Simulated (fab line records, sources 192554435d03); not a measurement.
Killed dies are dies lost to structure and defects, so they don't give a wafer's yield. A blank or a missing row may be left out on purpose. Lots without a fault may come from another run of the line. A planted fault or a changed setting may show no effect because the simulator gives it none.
A struck lot beside a sound one | flow n5_finfet | 37 steps out of a route of 1938
Sound: wafers L887.1, L887.3, L887.5. Struck: wafers L882.1, L882.3, L882.6. The cause comes at the end.
At each step with rows: each side's tool, then ch and its chambers, then its first start. Under that, the readings that differ: sound wafers | struck wafers | difference of the means | sigmas: that difference in standard deviations of wafers without a fault.
alike: readings whose means differ by less than 2 such deviations, and words and numbers that are the same on both sides. not compared: withheld readings, readings that some wafer has no value for, bounds like >300 that may hide the same value, and numbers for which the record gives no deviation and whose values overlap.
The two part at a step that has a row with sigmas, a row that says differs or no value, or rows on one side only. Numbers that don't overlap but have no deviation are shown without sigmas and don't part them. A reading that every wafer of one side lacks parts them only if that side has two wafers or more.

first, 9 steps without rows for these wafers: N5_WELL_APT_COAT_02 (resist thk 950 nm); N5_WELL_APT_EBR_04; N5_WELL_APT_SOFTBAKE_03 (time 60 s); N5_WELL_APT_EXPOSE_05 (exposes mask NWELL, defocus 0 nm, target cd 200 nm); N5_WELL_APT_PEB_06 (peb time 90 s); N5_WELL_APT_DEVELOP_07 (develop time 45 s); N5_WELL_APT_HARDBAKE_12 (time 120 s); N5_WELL_APT_DESCUM_13 (chemistry O2, time 7.9 s); N5_WELL_APT_IMPLANT_14.
N5_WELL_APT_IMPLANT_15:
  sound on implanter-01 ch 0, day 7 02:37; struck on implanter-02 ch 0, day 5 20:22
  reading            | sound                            | struck                           | difference  | sigmas
  dose_ions_cm2      | 1.5009e+13 1.4982e+13 1.4991e+13 | 1.2992e+13 1.3019e+13 1.3022e+13 | -1.9830e+12 | -99 or more
  faraday_current_uA | 185 199 187                      | 166 170 169                      | -22         | -6
then, 25 steps without rows for these wafers: N5_WELL_APT_STRIP_16 (strips in SPM, time 900 s); N5_WELL_APT_HMDS_18 (time 60 s); N5_WELL_APT_COAT_19 (resist thk 950 nm); N5_WELL_APT_EBR_21; N5_WELL_APT_SOFTBAKE_20 (time 60 s); N5_WELL_APT_EXPOSE_22 (exposes mask PWELL, defocus 0 nm, target cd 200 nm); N5_WELL_APT_PEB_23 (peb time 90 s); N5_WELL_APT_DEVELOP_24 (develop time 45 s); N5_WELL_APT_HARDBAKE_29 (time 120 s); N5_WELL_APT_DESCUM_30 (chemistry O2, time 7.9 s); N5_WELL_APT_IMPLANT_31; N5_WELL_APT_IMPLANT_32; N5_WELL_APT_STRIP_33 (strips in SPM, time 900 s); N5_WELL_APT_RTA_34 (time 10 s); N5_WELL_APT_OXIDE_STRIP_42 (strips SiO2 in dHF, time 45 s, target depth 12 nm); N5_WELL_APT_PRECLEAN_36 (cleans in O3/DIW, time 45 s); N5_WELL_APT_PRECLEAN_39 (cleans in dHF, time 60 s); N5_WELL_APT_SRD_37 (time 30 s); N5_WELL_APT_EPI_41 (deposits Si from SiH4/H2, target thk 50 nm, time 297.7 s); N5_PMOS_HMC_CHANNEL_EPI_HM_DEP_34 (deposits SiO2 from TEOS/O2, target thk 36 nm, time 6.9 s); N5_PMOS_HMC_CHANNEL_EPI_COAT_31 (time 60 s, resist thk 66 nm); N5_PMOS_HMC_CHANNEL_EPI_COAT_03 (resist thk 205 nm); N5_PMOS_HMC_CHANNEL_EPI_EBR_05; N5_PMOS_HMC_CHANNEL_EPI_SOFTBAKE_04 (time 60 s); N5_PMOS_HMC_CHANNEL_EPI_EXPOSE_06 (exposes mask PMOS HMC BLK, target cd 240 nm).
-- the record jumps here: 7 days lie between the struck wafers' starts before and after (it left off in module PMOS_HMC_CHANNEL_EPI and takes up again in module BEOL_M4, whose first step shown is number 1111 of the route) --
N5_BEOL_M4_RC_MEAS_101:
  sound on prober-01 ch 0, day 13 23:37; struck on prober-02 ch 0, day 12 15:43
  reading | sound          | struck         | difference | sigmas
  CJ_P    | 5.74 5.68 5.90 | 5.37 5.55 5.36 | -0.35      | -2
  alike: DIBL_N, DIBL_P, IOFF_N, IOFF_P, ION_N, ION_P, SS_N, SS_P, VT_N, VT_P
then, 1 step without rows for these wafers: N5_PASSIVATION_PROBE_49.

WHERE THEY PART
First at N5_WELL_APT_IMPLANT_15; last, within this record, at N5_BEOL_M4_RC_MEAS_101.

WHY: what the simulator had put in
Process parameter drift: implanter-02, from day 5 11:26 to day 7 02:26, at N5_WELL_APT_IMPLANT_15. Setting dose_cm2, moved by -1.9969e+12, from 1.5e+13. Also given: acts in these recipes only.
